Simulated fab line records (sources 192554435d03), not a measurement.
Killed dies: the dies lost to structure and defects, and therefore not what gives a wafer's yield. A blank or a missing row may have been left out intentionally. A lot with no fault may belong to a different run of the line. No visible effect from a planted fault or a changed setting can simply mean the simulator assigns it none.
fab line records	flow n5-finfet
record lots=7	wafers=21
route steps=1938 shown BEOL_M4@1070 BEOL_M5@1112 BEOL_M7@1267
start-h: hours from the record's opening day to when the first of the lot's shown wafers began	wait-h: hours since the lot's step before	" same as the row above	L1.1+2: one row covering several wafers at once	- no value, or no start given	* or withheld: withheld	< > ~ a bound
route shown NAME@n: a module of which the file shows steps, and the number in the route of the first	usual: mean and standard deviation over wafers with no fault	same: alike in all rows	chamber/n: place in a boat	sites: the reading at each site	_std_site: standard deviation of those values	_edge_site: mean of outer sites minus mean of inner sites	radius-mm: for every site, how far away it sits from the centre of the wafer	mask NAME#n: copy n	behind: the last tool/chamber to shape the wafer	hold: cause of the lot's hold/its duration in hours/its outcome	device: whichever transistor did not switch (one of n, p or np)	end of line: at the end of the route, the tests of the same wafers	where a step has no rows: the recipe by itself	killed: dies lost to structure and defects at the first sort, not the wafer's yield	map: per-die view of a wafer (x killed, . not killed, _ where there is no die)
set.NAME: the run value of the setting; set.NAME@STEP: its run value at that earlier step	model.NAME: the simulator's own value behind a step, which no gauge read
lots where settings were altered on purpose, with a table for each step and a row for each wafer
## steps
# step N5_BEOL_M4_TRENCH_ETCH_37
# recipe chemistry=C4F6/O2	target-depth-a=555.55	target=SiOC	time-s=29.2	ion-energy-ev=250	pressure-mtorr=30	source-w=355	bias-w=185	Ar_flow_sccm=300	C4F6_flow_sccm=10	O2_flow_sccm=10
# usual rf-vpp-V=664/10
lot.wafer	tool	chamber	start-h	wait-h	set.bias-w	rf-vpp-V
L080.2	rie-diel-02	1	-	-	210.6	746
L080.3	"	3	"	"	185	655
L080.4	"	2	"	"	210.6	717
L085.3	rie-diel-01	1	-	-	185	672
L085.5	"	1	"	"	185	674
L085.6	"	0	"	"	185	656
L088.2	rie-diel-01	3	-	-	214.4	751
L088.3	"	2	"	"	214.4	733
L088.5	"	2	"	"	185	653
L089.3	rie-diel-01	2	-	-	185	653
L089.4	"	3	"	"	170.9	626
L089.6	"	3	"	"	170.9	628
L090.1	rie-diel-02	1	-	-	159.7	602
L090.4	"	0	"	"	185	662
L090.5	"	1	"	"	185	678
L091.2	rie-diel-01	1	-	-	185	673
L091.5	"	3	"	"	185	666
L091.6	"	1	"	"	185	673
L095.1	rie-diel-02	0	-	-	205.7	721
L095.2	"	2	"	"	205.7	703
L095.4	"	3	"	"	205.7	713
# step N5_BEOL_M5_ILD_DEP_00
# recipe material=SiCOH_lowk	target-thk-a=1406.4	temp-c=300	precursor=DEMS/porogen	pressure-torr=5	rf-w=500	time-s=25.9
lot.wafer	tool	chamber	start-h	wait-h	set.time-s	model.SiCOH_lowk_of_BEOL_M5_ILD_DEP_00.thk-nm
L080.2	pecvd-01	0	224.75	0.7	25.9	138.4
L080.3	"	1	"	"	25.9	141.2
L080.4	"	0	"	"	25.9	141.4
L085.3	pecvd-04	0	236.98	0.5	24.4	132.4
L085.5	"	1	"	"	25.9	142.4
L085.6	"	2	"	"	24.4	133.4
L088.2	pecvd-02	1	255.46	0.7	22.31	119.8
L088.3	"	0	"	"	25.9	139.6
L088.5	"	2	"	"	25.9	140.8
L089.3	pecvd-01	0	259.30	0.5	25.9	140.4
L089.4	"	0	"	"	25.9	144.4
L089.6	"	2	"	"	23.25	129.2
L090.1	pecvd-01	0	265.78	0.8	25.9	140.6
L090.4	"	0	"	"	25.9	142
L090.5	"	2	"	"	25.9	142.4
L091.2	pecvd-04	2	266.06	0.7	25.9	140.8
L091.5	"	1	"	"	25.9	143.8
L091.6	"	2	"	"	25.9	141.4
L095.1	pecvd-02	2	308.90	0.8	25.9	137.2
L095.2	"	0	"	"	27.6	148
L095.4	"	2	"	"	25.9	139
# step N5_BEOL_M5_CURE_79
# recipe temp-c=385	time-s=240	ambient=He/Ar	material=SiCOH_lowk
lot.wafer	tool	chamber	start-h	wait-h	set.time-s@BEOL_M5_ILD_DEP_00	model.SiCOH_lowk_of_BEOL_M5_ILD_DEP_00.thk-nm
L080.2	uv-cure-03	1	224.98	0.2	25.9	119
L080.3	"	1	"	"	25.9	121.4
L080.4	"	1	"	"	25.9	121.6
L085.3	uv-cure-01	2	237.20	0.2	24.4	113.8
L085.5	"	2	"	"	25.9	122.6
L085.6	"	2	"	"	24.4	114.6
L088.2	uv-cure-01	2	255.60	0.1	22.31	102.8
L088.3	"	2	"	"	25.9	120.2
L088.5	"	2	"	"	25.9	121.2
L089.3	uv-cure-03	2	259.68	0.4	25.9	120.8
L089.4	"	2	"	"	25.9	124.2
L089.6	"	2	"	"	23.25	111.2
L090.1	uv-cure-01	0	266.35	0.6	25.9	121
L090.4	"	0	"	"	25.9	122.2
L090.5	"	0	"	"	25.9	122.4
L091.2	uv-cure-02	0	266.80	0.7	25.9	121
L091.5	"	0	"	"	25.9	123.8
L091.6	"	0	"	"	25.9	121.6
L095.1	uv-cure-01	1	309.36	0.4	25.9	118
L095.2	"	1	"	"	27.6	127.4
L095.4	"	1	"	"	25.9	119.6
# step N5_BEOL_M5_THK_MEAS_01
# recipe reads=SiCOH_lowk_of_BEOL_M5_ILD_DEP_00
# usual M5_ILD_THK=121.2/1.5
lot.wafer	tool	chamber	start-h	wait-h	set.time-s@BEOL_M5_ILD_DEP_00	M5_ILD_THK[nm]
L080.2	film-metro-02	-	225.81	0.7	25.9	119.1
L080.3	"	-	"	"	25.9	121.4
L080.4	"	-	"	"	25.9	121.7
L085.3	film-metro-02	-	237.55	0.3	24.4	113.9
L085.5	"	-	"	"	25.9	122.6
L085.6	"	-	"	"	24.4	114.6
L088.2	film-metro-01	-	256.03	0.4	22.31	103.0
L088.3	"	-	"	"	25.9	120.1
L088.5	"	-	"	"	25.9	121.3
L089.3	film-metro-02	-	260.35	0.5	25.9	120.8
L089.4	"	-	"	"	25.9	124.2
L089.6	"	-	"	"	23.25	111.2
L090.1	film-metro-02	-	266.86	0.4	25.9	121.0
L090.4	"	-	"	"	25.9	122.2
L090.5	"	-	"	"	25.9	122.5
L091.2	film-metro-02	-	267.23	0.4	25.9	121.1
L091.5	"	-	"	"	25.9	123.7
L091.6	"	-	"	"	25.9	121.7
L095.1	film-metro-02	-	309.87	0.4	25.9	117.8
L095.2	"	-	"	"	27.6	127.4
L095.4	"	-	"	"	25.9	119.6
# step N5_BEOL_M5_COAT_71
# recipe resist=underlayer	temp-c=205	time-s=60	spin-rpm=1500	resist-thk-nm=5
lot.wafer	tool	chamber	start-h	wait-h	set.spin-rpm
L080.2	litho-track-01	0	-	-	1452
L080.3+4	"	0	"	"	1500
L085.3	litho-track-02	0	-	-	1440
L085.5+6	"	0	"	"	1500
L088.2+5	litho-track-02	0	-	-	1335
L088.3	"	0	"	"	1500
L089.3	litho-track-03	0	-	-	1447
L089.4+6	"	0	"	"	1500
L090.1+5	litho-track-01	0	-	-	1659
L090.4	"	0	"	"	1500
L091.2+5+6	litho-track-02	0	-	-	1500
L095.1+2+4	litho-track-01	0	-	-	1500
# step N5_BEOL_M5_COAT_05
# recipe resist=CAR-EUV	spin-rpm=1500	resist-thk-nm=30
# step N5_BEOL_M5_EBR_07
# recipe solvent=PGMEA	ebr-width-mm=1.5
# step N5_BEOL_M5_DESCUM_16
# recipe chemistry=O2	time-s=7	source-power-w=50	bias-power-w=20	pressure-mtorr=20	rf-frequency-hz=2.712e+07	temp-c=40	resist=CAR-EUV	o2-flow-sccm=225
# step N5_BEOL_M5_ETCH_72
# recipe chemistry=N2/H2	target=underlayer	target-depth-a=65	mask-material=CAR-EUV	time-s=5.2	ion-energy-ev=200	pressure-mtorr=30	source-w=840	bias-w=150	n2-flow-sccm=200	h2-flow-sccm=200	ends=cleared
# usual etch-rf-on-time-s=5.21/0.12
lot.wafer	tool	chamber	start-h	wait-h	set.spin-rpm@BEOL_M5_COAT_71	etch-rf-on-time-s	model.etch.depth-nm
L080.2	rie-diel-06	2	226.77	0.0	1452	5.18	5.087
L080.3	"	1	"	"	1500	5.04	5.014
L080.4	"	2	"	"	1500	5.10	5.013
L085.3	rie-diel-04	3	239.87	0.0	1440	5.12	5.095
L085.5	"	0	"	"	1500	5.20	4.991
L085.6	"	3	"	"	1500	5.04	5.008
L088.2	rie-diel-04	2	258.42	0.0	1335	5.62	5.289
L088.3	"	3	"	"	1500	5.10	5.001
L088.5	"	0	"	"	1335	5.58	5.283
L089.3	rie-diel-05	1	261.49	0.0	1447	5.44	5.092
L089.4	"	3	"	"	1500	5.24	4.991
L089.6	"	2	"	"	1500	5.36	5.005
L090.1	rie-diel-06	1	267.73	0.0	1659	4.83	4.76
L090.4	"	3	"	"	1500	5.36	5.021
L090.5	"	1	"	"	1659	4.89	4.785
L091.2	rie-diel-05	2	268.00	0.0	1500	5.43	5.016
L091.5	"	3	"	"	1500	5.30	5.024
L091.6	"	2	"	"	1500	5.39	5.014
L095.1	rie-diel-06	3	311.44	0.0	1500	5.33	4.992
L095.2	"	2	"	"	1500	5.08	4.989
L095.4	"	0	"	"	1500	5.11	5.013
# step N5_BEOL_M5_COAT_65
# recipe resist=SOC	temp-c=250	time-s=60	spin-rpm=1500	resist-thk-nm=60
lot.wafer	tool	chamber	start-h	wait-h	set.spin-rpm	model.SOC_of_BEOL_M5_COAT_65.thk-nm
L080.2+3	litho-track-01	0	227.92	0.7	1500	60
L080.4	"	0	"	"	1500	59.8
L085.3+5+6	litho-track-03	0	241.60	1.3	1500	60.2
L088.2+5	litho-track-01	0	259.26	0.3	1334	63.4
L088.3	"	0	"	"	1500	60
L089.3	litho-track-03	0	262.01	0.1	1500	60
L089.4	"	0	"	"	1500	60.2
L089.6	"	0	"	"	1362	63
L090.1+5	litho-track-02	0	268.17	0.0	1500	60.4
L090.4	"	0	"	"	1363	63.4
L091.2+5+6	litho-track-01	0	268.59	0.0	1500	60
L095.1+2+4	litho-track-03	0	313.64	1.6	1500	60
# step N5_BEOL_M5_COAT_74
# recipe resist=underlayer	temp-c=205	time-s=60	spin-rpm=1500	resist-thk-nm=5
lot.wafer	tool	chamber	start-h	wait-h	set.spin-rpm
L080.2+3	litho-track-01	0	-	-	1547
L080.4	"	0	"	"	1500
L085.3	litho-track-03	0	-	-	1602
L085.5+6	"	0	"	"	1500
L088.2+3	litho-track-01	0	-	-	1573
L088.5	"	0	"	"	1500
L089.3+6	litho-track-03	0	-	-	1416
L089.4	"	0	"	"	1500
L090.1+4	litho-track-02	0	-	-	1644
L090.5	"	0	"	"	1500
L091.2+5+6	litho-track-01	0	-	-	1500
L095.1+2+4	litho-track-03	0	-	-	1500
# step N5_BEOL_M5_COAT_22
# recipe resist=CAR-EUV	spin-rpm=1500	resist-thk-nm=30
# step N5_BEOL_M5_EBR_24
# recipe solvent=PGMEA	ebr-width-mm=1.5
# step N5_BEOL_M5_DESCUM_33
# recipe chemistry=O2	time-s=7	source-power-w=50	bias-power-w=20	pressure-mtorr=20	rf-frequency-hz=2.712e+07	temp-c=40	resist=CAR-EUV	o2-flow-sccm=225
# step N5_BEOL_M5_ETCH_75
# recipe chemistry=N2/H2	target=underlayer	target-depth-a=65	mask-material=CAR-EUV	time-s=5.2	ion-energy-ev=200	pressure-mtorr=30	source-w=840	bias-w=150	n2-flow-sccm=200	h2-flow-sccm=200	ends=cleared
lot.wafer	tool	chamber	start-h	wait-h	set.spin-rpm@BEOL_M5_COAT_74	model.etch.depth-nm
L080.2	rie-diel-05	0	228.35	0.0	1547	4.95
L080.3	"	2	"	"	1547	4.931
L080.4	"	3	"	"	1500	5.012
L085.3	rie-diel-05	0	242.03	0.0	1602	4.828
L085.5	"	0	"	"	1500	4.999
L085.6	"	3	"	"	1500	4.992
L088.2	rie-diel-06	0	259.72	0.0	1573	4.873
L088.3	"	1	"	"	1573	4.848
L088.5	"	0	"	"	1500	4.966
L089.3	rie-diel-04	2	262.57	0.0	1416	5.142
L089.4	"	1	"	"	1500	4.984
L089.6	"	2	"	"	1416	5.141
L090.1	rie-diel-04	2	268.61	0.0	1644	4.779
L090.4	"	3	"	"	1644	4.78
L090.5	"	1	"	"	1500	5
L091.2	rie-diel-05	0	269.02	0.0	1500	4.986
L091.5	"	2	"	"	1500	4.994
L091.6	"	3	"	"	1500	4.989
L095.1	rie-diel-05	1	314.76	0.0	1500	4.981
L095.2	"	0	"	"	1500	4.988
L095.4	"	0	"	"	1500	4.976
# step N5_BEOL_M5_ETCH_67
# recipe chemistry=CF4	target=SiARC	target-depth-a=156	mask-material=CAR-EUV	time-s=26	ion-energy-ev=80	pressure-mtorr=40	source-w=545	bias-w=36	Ar_flow_sccm=100	cf4-flow-sccm=100	ends=cleared
# step N5_BEOL_M5_ETCH_68
# recipe chemistry=N2/H2	target=SOC	target-depth-a=800	overetch-a=160	mask-material=SiARC	temp-c=40	time-s=120	ion-energy-ev=200	pressure-mtorr=30	source-w=840	bias-w=150	n2-flow-sccm=200	h2-flow-sccm=200
lot.wafer	tool	chamber	start-h	wait-h	set.spin-rpm@BEOL_M5_COAT_65	model.etch.depth-nm
L080.2	rie-diel-05	0	228.39	0.0	1500	60.05
L080.3	"	2	"	"	1500	60.01
L080.4	"	3	"	"	1500	59.8
L085.3	rie-diel-05	0	242.08	0.0	1500	60.14
L085.5	"	0	"	"	1500	60.24
L085.6	"	3	"	"	1500	60.2
L088.2	rie-diel-06	0	259.76	0.0	1334	63.39
L088.3	"	1	"	"	1500	59.94
L088.5	"	0	"	"	1334	63.35
L089.3	rie-diel-04	2	262.62	0.0	1500	60.07
L089.4	"	1	"	"	1500	60.13
L089.6	"	2	"	"	1362	62.95
L090.1	rie-diel-04	2	268.65	0.0	1500	60.36
L090.4	"	3	"	"	1363	63.4
L090.5	"	1	"	"	1500	60.32
L091.2	rie-diel-05	0	269.07	0.0	1500	59.96
L091.5	"	2	"	"	1500	59.95
L091.6	"	3	"	"	1500	59.92
L095.1	rie-diel-05	1	314.81	0.0	1500	59.98
L095.2	"	0	"	"	1500	60.01
L095.4	"	0	"	"	1500	59.95
# step N5_BEOL_M7_HM_DEP_02
# recipe material=TiN	target-thk-a=200	temp-c=25	chamber-pressure-pa=0.49996
lot.wafer	tool	chamber	start-h	wait-h	set.target-thk-a	model.TiN_of_BEOL_M7_HM_DEP_02.thk-nm
L080.2	pvd-sputter-01	-	249.62	0.4	200	20.4
L080.3	"	-	"	"	200	20.6
L080.4	"	-	"	"	216.6	22.2
L085.3+5	pvd-sputter-03	-	265.87	1.1	200	20.4
L085.6	"	-	"	"	200	20.2
L088.2+3	pvd-sputter-03	-	276.26	0.6	208.3	20.8
L088.5	"	-	"	"	200	20
L089.3	pvd-sputter-02	-	281.19	1.4	200	20
L089.4	"	-	"	"	178.6	18.2
L089.6	"	-	"	"	178.6	17.8
L091.2+5+6	pvd-sputter-02	-	284.66	0.0	200	20
L090.1+5	pvd-sputter-02	-	286.86	1.1	200	19.8
L090.4	"	-	"	"	225.4	22
L095.1	pvd-sputter-03	-	334.58	1.8	200	20
L095.2+4	"	-	"	"	214.4	21.2
## key
split step=N5_BEOL_M4_TRENCH_ETCH_37	setting=bias-w	stated=185	by=wafer
response step=N5_BEOL_M4_TRENCH_ETCH_37	reading=rf-vpp-V	change=+5.24	per=1%	r=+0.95
split step=N5_BEOL_M5_ILD_DEP_00	setting=time-s	stated=25.9	by=wafer
response step=N5_BEOL_M5_ILD_DEP_00	reading=model.SiCOH_lowk_of_BEOL_M5_ILD_DEP_00.thk-nm	change=+1.44	per=1%	r=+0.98
response step=N5_BEOL_M5_CURE_79	reading=model.SiCOH_lowk_of_BEOL_M5_ILD_DEP_00.thk-nm	change=+1.26	per=1%	r=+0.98
response step=N5_BEOL_M5_THK_MEAS_01	reading=M5_ILD_THK	change=+1.25	per=1%	r=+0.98
split step=N5_BEOL_M5_COAT_71	setting=spin-rpm	stated=1500	by=wafer
response step=N5_BEOL_M5_ETCH_72	reading=etch-rf-on-time-s	change=*	per=1%	r=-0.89
response step=N5_BEOL_M5_ETCH_72	reading=model.etch.depth-nm	change=-0.0247	per=1%	r=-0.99
split step=N5_BEOL_M5_COAT_65	setting=spin-rpm	stated=1500	by=wafer
response step=N5_BEOL_M5_COAT_65	reading=model.SOC_of_BEOL_M5_COAT_65.thk-nm	change=-0.316	per=1%	r=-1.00
response step=N5_BEOL_M5_ETCH_68	reading=model.etch.depth-nm	change=-0.317	per=1%	r=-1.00
split step=N5_BEOL_M5_COAT_74	setting=spin-rpm	stated=1500	by=wafer
response step=N5_BEOL_M5_ETCH_75	reading=model.etch.depth-nm	change=-0.024	per=1%	r=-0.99
split step=N5_BEOL_M7_HM_DEP_02	setting=target-thk-a	stated=200	by=wafer
response step=N5_BEOL_M7_HM_DEP_02	reading=model.TiN_of_BEOL_M7_HM_DEP_02.thk-nm	change=+0.182	per=1%	r=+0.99
